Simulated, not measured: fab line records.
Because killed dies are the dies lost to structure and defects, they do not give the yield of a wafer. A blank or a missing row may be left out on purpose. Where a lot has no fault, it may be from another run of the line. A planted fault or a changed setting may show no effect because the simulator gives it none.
Which tool did it? -- flow n5_finfet -- 28 wafers from 10 lots sampled at 6 of the route's 1938 steps

WHAT THE GAUGES SHOWED, per wafer
N5_SD_ACTIVATION_RS_MEAS_03: measures by four-point-probe. Usual: RS_SD_N 21.95 ohm/sq, standard deviation 0.28; RS_SD_P 56.1 ohm/sq, standard deviation 0.84.
lot,measured,on,RS_SD_N (ohm/sq),RS_SD_P (ohm/sq),flag
L157,day 3 10:31,film_metro-01,22.21 22.14 21.94,56.5 55.4 55.6,
L160,day 4 05:07,film_metro-01,22.09 21.71 21.87,56.5 56.1 56.2,
L164,day 5 06:11,film_metro-02,22.23 22.16 22.05,157.6 159.1 158.7,OFF
L165,day 5 10:19,film_metro-01,22.48 22.67 21.98,55.7 56.0 55.6,
L166,day 5 15:44,film_metro-01,22.13 21.98 21.97,152.9 157.1 155.9,OFF
L171,day 7 02:42,film_metro-01,21.86 22.36 21.83,56.8 57.2 57.4,
L175,day 7 20:25,film_metro-02,22.13 21.97,56.3 56.4,
L176,day 8 05:23,film_metro-02,22.26 22.15,55.1 54.5,
L178,day 8 21:46,film_metro-01,22.08 22.03 22.53,57.1 56.9 55.7,
L179,day 8 23:49,film_metro-01,22.33 22.40 22.18,57.8 57.1 57.7,

N5_ILD0_THK_MEAS_13. Usual: 17.0 nm for thk_nm, sd 1.1.
lot,measured,on,thk_nm (nm),flag
L157,day 3 17:04,film_metro-02,17.4 16.9 16.0,
L160,day 4 11:46,film_metro-01,16.1 16.7 14.8,
L164,day 5 12:59,film_metro-02,14.9 16.5 17.0,
L165,day 5 16:55,film_metro-02,16.8 15.7 16.3,
L166,day 5 23:13,film_metro-02,17.9 19.4 17.8,
L171,day 7 09:38,film_metro-02,15.3 16.8 16.2,
L175,day 8 03:11,film_metro-01,16.4 15.4,
L176,day 8 11:55,film_metro-01,17.2 17.9,
L178,day 9 04:39,film_metro-02,17.4 18.2 15.7,
L179,day 9 06:43,film_metro-02,15.3 17.1 15.3,

N5_BEOL_M4_RC_MEAS_101. Usual: DIBL_N 36.9 mV/V, standard deviation 1.7; DIBL_P 37.3 mV/V, standard deviation 2.3; IOFF_N 0.16 nA/um, standard deviation 0.033; IOFF_P 0.22 nA/um, standard deviation 0.04; IOFF_P_85C 3.8 nA/um, standard deviation 0.58; IOFF_P_LIN 0.103 nA/um, standard deviation 0.015; ION_N 673 uA/um, standard deviation 12; ION_P 463 uA/um, standard deviation 8; RC_DENSE_P 23.9 ohm.um, standard deviation 0.51; RC_P 19.5 ohm.um, standard deviation 0.4; REXT_P 100.2 ohm.um, standard deviation 2.7; RS_SD_P 66.0 ohm/sq, standard deviation 1.1; SS_N 71.6 mV/dec, standard deviation 0.58; SS_P 73.4 mV/dec, standard deviation 0.74; VT_N 250 mV, standard deviation 3.2; VT_P -250 mV, standard deviation 3.4; VT_P_LVT -98.2 mV, standard deviation 2.7.
lot,measured,on,DIBL_N (mV/V),DIBL_P (mV/V),IOFF_N (nA/um),IOFF_P (nA/um),IOFF_P_85C (nA/um),IOFF_P_LIN (nA/um),ION_N (uA/um),ION_P (uA/um),RC_DENSE_P (ohm.um),RC_P (ohm.um),REXT_P (ohm.um),RS_SD_P (ohm/sq),SS_N (mV/dec),SS_P (mV/dec),VT_N (mV),VT_P (mV),VT_P_LVT (mV),flag
L157,day 7 21:47,prober-01,38.3 39.7 36.7,40.6 42.2 38.1,0.22 0.25 0.18,0.29 0.33 0.24,4.7 5.2 4.1,0.124 0.137 0.111,691 681 675,471 473 467,24.4 24.1 23.5,19.8 19.9 19.2,102.3 100.3 100.3,66.1 64.4 64.9,71.8 73.0 72.2,74.1 74.5 73.4,247 243 250,-247 -244 -248,-94.8 -92.9 -96.2,
L160,day 8 18:08,prober-02,37.3 36.1 36.7,38.3 37.8 38.3,0.18 0.16 0.18,0.23 0.22 0.24,3.8 3.7 3.9,0.105 0.102 0.108,676 668 684,460 464 475,24.1 23.4 23.7,19.5 19.2 19.4,102.8 99.9 100.2,66.6 66.1 65.3,72.1 71.6 72.0,73.7 72.9 72.8,249 252 247,-249 -250 -249,-99.8 -99.5 -98.9,
L164,day 10 02:21,prober-01,40.5 37.7 36.3,34.4 29.9 28.3,0.24 0.17 0.14,0.14 0.10 0.09,2.7 1.9 1.8,0.074 0.057 0.053,687 668 661,397 388 381,50.6 51.6 52.1,41.0 42.1 42.1,207.0 211.3 208.5,171.9 171.2 169.6,72.5 71.4 71.3,72.8 71.9 71.3,245 249 251,-256 -261 -262,-104.4 -108.9 -111.2,OFF
L165,day 10 01:18,prober-02,36.2 35.7 37.7,35.5 36.2 37.3,0.13 0.13 0.16,0.18 0.18 0.21,3.4 3.4 3.7,0.089 0.090 0.098,659 655 664,453 452 457,23.9 24.6 24.4,19.7 19.9 19.8,102.2 102.1 101.7,66.0 66.7 65.2,72.0 71.5 72.6,73.3 72.9 72.8,256 255 252,-252 -252 -250,-102.1 -102.2 -99.8,
L166,day 10 06:06,prober-01,38.8 40.4 39.5,33.6 36.1 36.1,0.21 0.25 0.25,0.12 0.14 0.14,2.2 2.5 2.6,0.063 0.071 0.074,681 695 703,391 386 402,50.6 49.7 49.8,41.5 40.6 40.7,198.8 197.6 198.6,166.2 168.1 167.8,71.4 72.5 71.6,73.1 73.7 74.1,245 245 241,-263 -256 -258,-106.7 -103.9 -104.0,OFF
L171,day 11 14:55,prober-02,38.1 38.0 36.9,37.7 36.8 36.9,0.17 0.17 0.17,0.26 0.22 0.24,4.3 3.8 4.0,0.114 0.104 0.109,676 674 699,469 462 477,23.8 24.0 23.0,19.5 19.5 18.8,97.8 99.9 97.8,66.8 67.2 67.8,71.7 71.7 71.6,73.6 73.1 73.4,250 248 249,-247 -252 -249,-96.4 -97.9 -97.0,
L175,day 12 07:57,prober-01,36.9 35.7,35.1 34.5,0.13 0.13,0.20 0.19,3.4 3.3,0.097 0.095,654 661,456 453,24.5 23.6,20.0 19.4,99.6 99.6,65.4 66.0,71.3 71.7,73.8 73.3,256 252,-252 -251,-100.4 -100.4,
L176,day 13 03:25,prober-01,38.5 38.1,37.8 37.8,0.17 0.17,0.23 0.23,3.9 4.0,0.105 0.106,697 670,476 462,24.6 23.6,19.9 19.6,103.9 102.9,63.9 63.9,71.4 71.7,73.7 72.7,248 251,-249 -250,-98.2 -97.4,
L178,day 13 20:19,prober-01,34.2 39.0 36.4,36.0 41.1 37.0,0.12 0.20 0.14,0.19 0.27 0.21,3.3 4.5 3.6,0.091 0.117 0.097,669 677 667,467 465 464,24.6 24.9 25.1,20.3 20.2 20.4,103.2 104.4 102.9,67.5 66.7 64.4,71.6 72.0 71.3,72.4 73.9 73.9,256 246 254,-254 -248 -248,-101.1 -97.5 -99.5,
L179,day 13 19:45,prober-02,38.6 39.3 37.7,39.3 39.4 38.0,0.18 0.18 0.14,0.24 0.23 0.21,4.0 3.9 3.5,0.104 0.103 0.094,673 669 661,459 459 453,23.5 23.8 24.1,19.3 19.3 19.5,97.8 99.5 99.4,68.1 67.1 67.9,71.7 72.6 72.0,73.9 74.4 73.8,252 251 255,-252 -253 -255,-99.5 -98.7 -100.5,

WHAT TOOL EACH LOT RAN ON (gives the tool, then ch and the chambers of the sampled wafers, and finally the start)
lot,N5_SD_EPI_P_EPI_21,N5_ILD0_LINER_00,N5_SDB_HM_DEP_00
L157,"epi_rpcvd-01 ch 0, day 3 08:00","ald_sin-04 ch 0,2,3, day 3 10:52","pecvd-01 ch 0,1, day 3 17:08"
L160,"epi_rpcvd-01 ch 0, day 4 02:17","ald_sin-04 ch 0,1,3, day 4 05:34","pecvd-04 ch 0,1,2, day 4 11:49"
L164,"epi_rpcvd-01 ch 0, day 5 03:43","ald_sin-03 ch 1,2,3, day 5 06:46","pecvd-03 ch 0,1,2, day 5 13:02"
L165,"epi_rpcvd-02 ch 0, day 5 08:10","ald_sin-03 ch 1,2, day 5 10:38","pecvd-03 ch 0,2, day 5 16:58"
L166,"epi_rpcvd-01 ch 0, day 5 12:56","ald_sin-03 ch 0,1,3, day 5 16:34","pecvd-01 ch 0,1,2, day 5 23:16"
L171,"epi_rpcvd-04 ch 0, day 6 23:49","ald_sin-02 ch 0,1,2, day 7 03:26","pecvd-01 ch 0,1,2, day 7 09:42"
L175,"epi_rpcvd-02 ch 0, day 7 17:56","ald_sin-03 ch 3, day 7 20:45","pecvd-03 ch 1,2, day 8 03:15"
L176,"epi_rpcvd-01 ch 0, day 8 03:49","ald_sin-04 ch 0,1, day 8 05:55","pecvd-03 ch 0,2, day 8 12:00"
L178,"epi_rpcvd-02 ch 0, day 8 19:38","ald_sin-04 ch 2,3, day 8 22:04","pecvd-04 ch 1,2, day 9 04:43"
L179,"epi_rpcvd-01 ch 0, day 8 21:13","ald_sin-02 ch 1,2, day 9 00:08","pecvd-01 ch 0,2, day 9 06:46"
- N5_SD_EPI_P_EPI_21: deposits SiGe:B, time 355 s.
- N5_ILD0_LINER_00: material SiNx, target thk 4 nm, pulse time 1 s, purge time 2 s.
- N5_SDB_HM_DEP_00: deposits SiNx from SiH4/NH3/N2, target thk 40 nm, time 35.3 s.

AS READ BY THE TOOLS THEMSELVES (means over the sampled wafers that have a number; for cases with no such wafer, the mark the record gives instead)
N5_ILD0_LINER_00. Usual: heater_power_outer_w 564 W, standard deviation 66; heater_power_w 896 W, standard deviation 72; precursor_pulse_height_rel 1.000, standard deviation 0.023.
lot,tool,heater_power_outer_w (W),heater_power_w (W),precursor_pulse_height_rel,flag
L157,ald_sin-04,509,868,1.004,
L160,ald_sin-04,529,862,1.012,
L164,ald_sin-03,607,960,1.027,
L165,ald_sin-03,587,926,1.017,
L166,ald_sin-03,617,949,1.007,
L171,ald_sin-02,505,851,0.984,
L175,ald_sin-03,638,1023,0.998,
L176,ald_sin-04,543,880,0.998,
L178,ald_sin-04,512,854,0.994,
L179,ald_sin-02,510,796,1.007,

N5_SDB_HM_DEP_00. Usual: heater_power_outer_w 540 W, standard deviation 82; heater_power_w 874 W, standard deviation 120; showerhead_plenum_p_Torr 5.11 Torr, standard deviation 0.039; throttle_valve_pct 39.6 %, standard deviation 1.7.
lot,tool,heater_power_outer_w (W),heater_power_w (W),showerhead_plenum_p_Torr (Torr),throttle_valve_pct (%),flag
L157,pecvd-01,523,873,5.14,40.9,
L160,pecvd-04,454,747,5.11,40.1,
L164,pecvd-03,577,900,5.11,39.3,
L165,pecvd-03,525,813,5.09,40.0,
L166,pecvd-01,532,905,5.11,39.9,
L171,pecvd-01,619,1011,5.12,39.7,
L175,pecvd-03,615,942,5.14,38.0,
L176,pecvd-03,496,777,5.09,39.4,
L178,pecvd-04,460,757,5.12,40.3,
L179,pecvd-01,552,922,5.15,39.8,

THE ANSWER, worked out from the rows above alone
Rule: take the mean of a lot's wafers that have a number; if it is more than 3 standard deviations from the usual mean, the lot is off. Also off: a lot with no number at a reading for which 4 or more lots have one. All remaining lots with rows at the step are treated as sound. The gauges are gone through in route order, then the tools' own readings, and for those a lot's mean is taken as printed above. The first step at which some lot is off is used, and at that step the reading that is off furthest; a lot without a number counts as furthest.
Off: at N5_SD_ACTIVATION_RS_MEAS_03 (RS_SD_P), L164, L166.
If a tool, at a process step before that reading, ran all the lots that are off and no sound lot after the first of them, it fits. The gauges at N5_SD_ACTIVATION_RS_MEAS_03 aren't tried: what is off there is off at N5_BEOL_M4_RC_MEAS_101 too, on other tools, and a gauge's error can't cause that. None of those tried fits.

WHAT THE SIMULATOR HAD PUT IN
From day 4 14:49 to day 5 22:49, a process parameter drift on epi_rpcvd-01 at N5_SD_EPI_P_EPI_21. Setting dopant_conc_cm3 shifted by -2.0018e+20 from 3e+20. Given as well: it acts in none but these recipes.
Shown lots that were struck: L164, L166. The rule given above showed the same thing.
